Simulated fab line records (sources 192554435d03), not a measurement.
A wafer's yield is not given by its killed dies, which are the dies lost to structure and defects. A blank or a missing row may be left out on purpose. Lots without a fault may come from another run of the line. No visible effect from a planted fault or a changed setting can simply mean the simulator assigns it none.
fab line records ; flow n5-finfet
record lots=14; wafers=42; last-day=18
route steps=1938 shown DUMMY_GATE@242 SPACER0@258 SD_EPI_N@269
lots untouched by any fault: they come from a run of this same line in which no faults occurred
start-h: the number of hours between the record's first day and the start of the first shown wafer of the lot ; wait-h: hours since the lot's step before ; " same as the row above ; L1.1+2: one row covering several wafers at once ; - no value present, or no start provided ; * or withheld: withheld ; < > ~ a bound
route shown NAME@n: a module of which the file shows steps, and the number in the route of the first ; usual: the fault-free wafers' mean and standard deviation ; same: alike in all rows ; chamber/n: place in a boat ; sites: the reading at each site ; _std_site: the values' standard deviation ; _edge_site: inner sites' mean taken away from outer sites' mean ; radius-mm: how far each site lies from the wafer's centre ; mask NAME#n: copy n ; behind: the tool/chamber that last shaped the wafer ; hold: why the lot went on hold/how many hours it stayed there/how the hold came to an end ; device: the n, p or np transistor that did not switch ; end of line: the same wafers' tests at the end of the route ; where a step has no rows: the recipe by itself ; killed: dies that structure and defects cost at the first sort, which is not the same as the wafer's yield ; map: shows each die of a wafer: x if killed, . if not, _ if none is there
set.NAME: the setting as run; set.NAME@STEP: as run at that earlier step ; model.NAME: the simulator's own value behind a step, which no gauge read
the route's steps for a sample of lots (tables are steps, rows are wafers)
services: a tool's chamber out of use, with start hour (start-h, from the record's first day; less than 0 if before it), hours out, and reason
## steps
# step N5_DUMMY_GATE_CD_MEAS_50
# recipe target-cd-nm=14
# usual cd-nm=14.0/0.38
lot.wafer;tool;chamber;start-h;wait-h;cd-nm
L522.1;cd-sem-03;-;50.86;0.0;13.7
L522.5;cd-sem-03;-;50.86;0.0;14.2
L522.6;cd-sem-03;-;50.86;0.0;13.9
L524.1;cd-sem-03;-;60.71;0.0;14.4
L524.3;cd-sem-03;-;60.71;0.0;14.3
L524.6;cd-sem-03;-;60.71;0.0;14.1
L528.1;cd-sem-02;-;82.55;0.0;13.9
L528.3;cd-sem-02;-;82.55;0.0;13.3
L528.6;cd-sem-02;-;82.55;0.0;13.4
L529.2;cd-sem-01;-;87.36;0.0;13.6
L529.3;cd-sem-01;-;87.36;0.0;13.9
L529.5;cd-sem-01;-;87.36;0.0;14.3
L530.1;cd-sem-03;-;93.27;0.0;13.7
L530.2;cd-sem-03;-;93.27;0.0;13.7
L530.4;cd-sem-03;-;93.27;0.0;14.7
L531.1;cd-sem-02;-;100.96;0.0;14.7
L531.2;cd-sem-02;-;100.96;0.0;13.7
L531.4;cd-sem-02;-;100.96;0.0;14.7
L537.2;cd-sem-01;-;140.05;0.1;13.1
L537.3;cd-sem-01;-;140.05;0.1;13.3
L537.4;cd-sem-01;-;140.05;0.1;13.9
L538.1;cd-sem-03;-;142.06;0.0;13.9
L538.4;cd-sem-03;-;142.06;0.0;13.9
L538.5;cd-sem-03;-;142.06;0.0;13.8
L539.3;cd-sem-01;-;151.76;0.0;13.9
L539.5;cd-sem-01;-;151.76;0.0;13.8
L539.6;cd-sem-01;-;151.76;0.0;13.7
L540.3;cd-sem-03;-;155.88;0.0;14.8
L540.4;cd-sem-03;-;155.88;0.0;14.5
L540.6;cd-sem-03;-;155.88;0.0;14.5
L542.1;cd-sem-02;-;166.37;0.0;13.7
L542.2;cd-sem-02;-;166.37;0.0;13.8
L542.5;cd-sem-02;-;166.37;0.0;13.3
L543.2;cd-sem-03;-;173.61;0.1;14.1
L543.3;cd-sem-03;-;173.61;0.1;14.0
L543.4;cd-sem-03;-;173.61;0.1;14.7
L544.2;cd-sem-03;-;178.21;0.0;13.5
L544.3;cd-sem-03;-;178.21;0.0;13.9
L544.4;cd-sem-03;-;178.21;0.0;14.4
L545.2;cd-sem-03;-;186.98;0.0;13.9
L545.4;cd-sem-03;-;186.98;0.0;13.7
L545.5;cd-sem-03;-;186.98;0.0;13.7
# step N5_SPACER0_ALD_07
# recipe material=SiNx; target-thk-a=20; temp-c=400; ald-precursor-family=SiH2I2; ald-co-reactant=N2/H2-plasma; pressure-torr=2
# usual heater-power-w=844/88
lot.wafer;tool;chamber;start-h;wait-h;heater-power-w
L522.1;ald-sin-03;3;51.68;0.0;859
L522.5;ald-sin-03;3;51.68;0.0;891
L522.6;ald-sin-03;2;51.68;0.0;729
L524.1;ald-sin-04;3;61.79;0.0;921
L524.3;ald-sin-04;0;61.79;0.0;962
L524.6;ald-sin-04;2;61.79;0.0;1035
L528.1;ald-sin-04;0;83.54;0.0;979
L528.3;ald-sin-04;1;83.54;0.0;826
L528.6;ald-sin-04;3;83.54;0.0;930
L529.2;ald-sin-04;1;88.18;0.0;869
L529.3;ald-sin-04;3;88.18;0.0;914
L529.5;ald-sin-04;3;88.18;0.0;919
L530.1;ald-sin-01;2;96.10;2.0;707
L530.2;ald-sin-01;3;96.10;2.0;774
L530.4;ald-sin-01;0;96.10;2.0;823
L531.1;ald-sin-03;2;101.79;0.0;718
L531.2;ald-sin-03;0;101.79;0.0;845
L531.4;ald-sin-03;3;101.79;0.0;856
L537.2;ald-sin-03;1;140.88;0.0;791
L537.3;ald-sin-03;2;140.88;0.0;730
L537.4;ald-sin-03;0;140.88;0.0;836
L538.1;ald-sin-03;0;142.88;0.0;825
L538.4;ald-sin-03;1;142.88;0.0;794
L538.5;ald-sin-03;3;142.88;0.0;859
L539.3;ald-sin-03;3;152.60;0.1;831
L539.5;ald-sin-03;2;152.60;0.1;739
L539.6;ald-sin-03;1;152.60;0.1;816
L540.3;ald-sin-01;2;156.69;0.0;732
L540.4;ald-sin-01;1;156.69;0.0;909
L540.6;ald-sin-01;1;156.69;0.0;899
L542.1;ald-sin-03;1;167.96;0.8;833
L542.2;ald-sin-03;2;167.96;0.8;734
L542.5;ald-sin-03;2;167.96;0.8;704
L543.2;ald-sin-01;0;174.50;0.0;850
L543.3;ald-sin-01;3;174.50;0.0;794
L543.4;ald-sin-01;1;174.50;0.0;922
L544.2;ald-sin-04;2;179.65;0.5;1025
L544.3;ald-sin-04;3;179.65;0.5;945
L544.4;ald-sin-04;1;179.65;0.5;864
L545.2;ald-sin-04;3;187.80;0.0;914
L545.4;ald-sin-04;0;187.80;0.0;970
L545.5;ald-sin-04;1;187.80;0.0;834
# step N5_SPACER0_ALD_00
# recipe material=SiOCN; target-thk-a=35; temp-c=400; ald-precursor-family=alkyl-aminosilane; ald-co-reactant=O2/N2-plasma; pulse-time-s=3; purge-time-s=2; co-reactant-purge-time-s=2; ald-cycles=58; pressure-torr=2
# usual heater-power-w=846/90; precursor-pulse-height-rel=0.999/0.02
# same ald-cycles=58; co-reactant-purge-time-s=2
lot.wafer;tool;chamber;start-h;wait-h;heater-power-w;precursor-pulse-height-rel
L522.1;ald-sin-03;3;51.83;0.1;857;0.998
L522.5;ald-sin-03;3;51.83;0.1;855;1.024
L522.6;ald-sin-03;2;51.83;0.1;742;1.009
L524.1;ald-sin-04;3;61.95;0.1;943;0.985
L524.3;ald-sin-04;0;61.95;0.1;993;1.045
L524.6;ald-sin-04;2;61.95;0.1;1025;0.972
L528.1;ald-sin-04;0;83.69;0.1;969;0.999
L528.3;ald-sin-04;1;83.69;0.1;850;0.992
L528.6;ald-sin-04;3;83.69;0.1;928;0.986
L529.2;ald-sin-04;1;88.33;0.1;851;0.982
L529.3;ald-sin-04;3;88.33;0.1;932;0.985
L529.5;ald-sin-04;3;88.33;0.1;922;0.982
L530.1;ald-sin-01;2;96.25;0.1;750;1.026
L530.2;ald-sin-01;3;96.25;0.1;756;1.005
L530.4;ald-sin-01;0;96.25;0.1;854;1.015
L531.1;ald-sin-03;2;101.94;0.1;713;1.035
L531.2;ald-sin-03;0;101.94;0.1;814;0.996
L531.4;ald-sin-03;3;101.94;0.1;841;0.993
L537.2;ald-sin-03;1;141.03;0.1;806;0.980
L537.3;ald-sin-03;2;141.03;0.1;723;1.043
L537.4;ald-sin-03;0;141.03;0.1;818;1.017
L538.1;ald-sin-03;0;143.03;0.1;828;1.033
L538.4;ald-sin-03;1;143.03;0.1;808;0.997
L538.5;ald-sin-03;3;143.03;0.1;858;0.955
L539.3;ald-sin-03;3;152.76;0.1;838;1.001
L539.5;ald-sin-03;2;152.76;0.1;722;0.999
L539.6;ald-sin-03;1;152.76;0.1;812;1.009
L540.3;ald-sin-01;2;156.84;0.1;722;0.998
L540.4;ald-sin-01;1;156.84;0.1;920;0.987
L540.6;ald-sin-01;1;156.84;0.1;934;1.038
L542.1;ald-sin-03;1;168.11;0.1;825;0.996
L542.2;ald-sin-03;2;168.11;0.1;715;0.987
L542.5;ald-sin-03;2;168.11;0.1;692;0.999
L543.2;ald-sin-01;0;174.66;0.1;861;0.975
L543.3;ald-sin-01;3;174.66;0.1;767;1.007
L543.4;ald-sin-01;1;174.66;0.1;915;0.970
L544.2;ald-sin-04;2;179.80;0.1;1051;0.977
L544.3;ald-sin-04;3;179.80;0.1;946;0.996
L544.4;ald-sin-04;1;179.80;0.1;865;1.024
L545.2;ald-sin-04;3;187.96;0.1;929;0.984
L545.4;ald-sin-04;0;187.96;0.1;973;0.991
L545.5;ald-sin-04;1;187.96;0.1;860;1.049
# step N5_SD_EPI_N_DEVELOP_08
# recipe develop-time-s=30; developer=TMAH; resist=CAR-ArF-block; dev-temp-c=23; rinse-liquid=diw; dry=air-spin
# usual chill-plate-temp-C=22.99/0.11; develop-time-s=30/0
lot.wafer;tool;chamber;start-h;wait-h;chill-plate-temp-C;develop-time-s
L522.1;litho-track-02;0;52.65;-;22.86;30
L522.5;litho-track-02;0;52.65;-;22.94;30
L522.6;litho-track-02;0;52.65;-;23.23;30
L524.1;litho-track-02;0;62.70;-;23.15;30
L524.3;litho-track-02;0;62.70;-;23.05;30
L524.6;litho-track-02;0;62.70;-;23.24;30
L528.1;litho-track-03;0;84.45;-;22.86;30
L528.3;litho-track-03;0;84.45;-;22.97;30
L528.6;litho-track-03;0;84.45;-;22.93;30
L529.2;litho-track-03;0;89.09;-;23.00;30
L529.3;litho-track-03;0;89.09;-;22.90;30
L529.5;litho-track-03;0;89.09;-;22.95;30
L530.1;litho-track-03;-;97.01;-;-;-
L530.2;litho-track-03;-;97.01;-;-;-
L530.4;litho-track-03;-;97.01;-;-;-
L531.1;litho-track-01;-;102.69;-;-;-
L531.2;litho-track-01;-;102.69;-;-;-
L531.4;litho-track-01;-;102.69;-;-;-
L537.2;litho-track-01;0;141.66;-;23.03;30
L537.3;litho-track-01;0;141.66;-;23.03;30
L537.4;litho-track-01;0;141.66;-;22.80;30
L538.1;litho-track-03;0;143.79;-;23.16;30
L538.4;litho-track-03;0;143.79;-;23.06;30
L538.5;litho-track-03;0;143.79;-;23.14;30
L539.3;litho-track-01;0;153.51;-;22.80;30
L539.5;litho-track-01;0;153.51;-;23.14;30
L539.6;litho-track-01;0;153.51;-;22.92;30
L540.3;litho-track-03;0;157.47;-;23.01;30
L540.4;litho-track-03;0;157.47;-;23.05;30
L540.6;litho-track-03;0;157.47;-;23.02;30
L542.1;litho-track-03;0;168.86;-;23.02;30
L542.2;litho-track-03;0;168.86;-;23.01;30
L542.5;litho-track-03;0;168.86;-;22.80;30
L543.2;litho-track-01;0;175.29;-;22.95;30
L543.3;litho-track-01;0;175.29;-;22.97;30
L543.4;litho-track-01;0;175.29;-;22.97;30
L544.2;litho-track-03;0;180.56;-;22.87;30
L544.3;litho-track-03;0;180.56;-;22.95;30
L544.4;litho-track-03;0;180.56;-;23.04;30
L545.2;litho-track-01;0;188.71;-;23.08;30
L545.4;litho-track-01;0;188.71;-;22.94;30
L545.5;litho-track-01;0;188.71;-;23.09;30
## services
tool;chamber;start-h;hours;kind
litho-track-03;-;39.68;-;consumable-replace:filter
ald-sin-04;-;43.04;0.9;repair
ald-sin-01;0;47.41;8.8;repair
ald-sin-04;2;50.29;8.1;repair
ald-sin-01;-;56.26;2.8;pm
ald-sin-03;-;87.38;14.0;pm
ald-sin-03;0;87.38;14.0;vent-cycle
ald-sin-03;1;87.38;14.0;vent-cycle
ald-sin-03;2;87.38;14.0;vent-cycle
ald-sin-03;3;87.38;14.0;vent-cycle
ald-sin-03;0;101.38;-;clean
ald-sin-03;1;101.38;-;clean
ald-sin-03;2;101.38;-;clean
ald-sin-03;3;101.38;-;clean
ald-sin-01;-;178.19;14.0;pm
ald-sin-01;0;178.19;14.0;vent-cycle
ald-sin-01;1;178.19;14.0;vent-cycle
ald-sin-01;2;178.19;14.0;vent-cycle
ald-sin-01;3;178.19;14.0;vent-cycle
## key
first-sign step=N5_SD_EPI_N_DEVELOP_08; reading=tool-record; direction=missing
effect none on later readings
met-at N5_SD_EPI_N_DEVELOP_08
struck-lots L530,L531
later-rows-left-out L530.1,L530.2,L530.4,L531.1,L531.2,L531.4
sort-left-out L530.1,L530.2,L530.4,L531.1,L531.2,L531.4
not-acting-at N5_DUMMY_GATE_CD_MEAS_50,N5_SPACER0_ALD_07,N5_SPACER0_ALD_00
onset-between 89.09 97.01
fault kind=skipped-step-whole; tool=litho-track-01,litho-track-03; chamber=-; onset-h=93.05; steps=N5_SD_EPI_N_DEVELOP_08; scope=struck-lots-only
# sort-left-out: the simulated sort isn't trusted on such a fault, so these wafers' sort isn't shown, and their yield isn't known
# later-rows-left-out: the simulator's readings of these wafers behind a module that went badly wrong aren't trusted and aren't shown, but for the sort
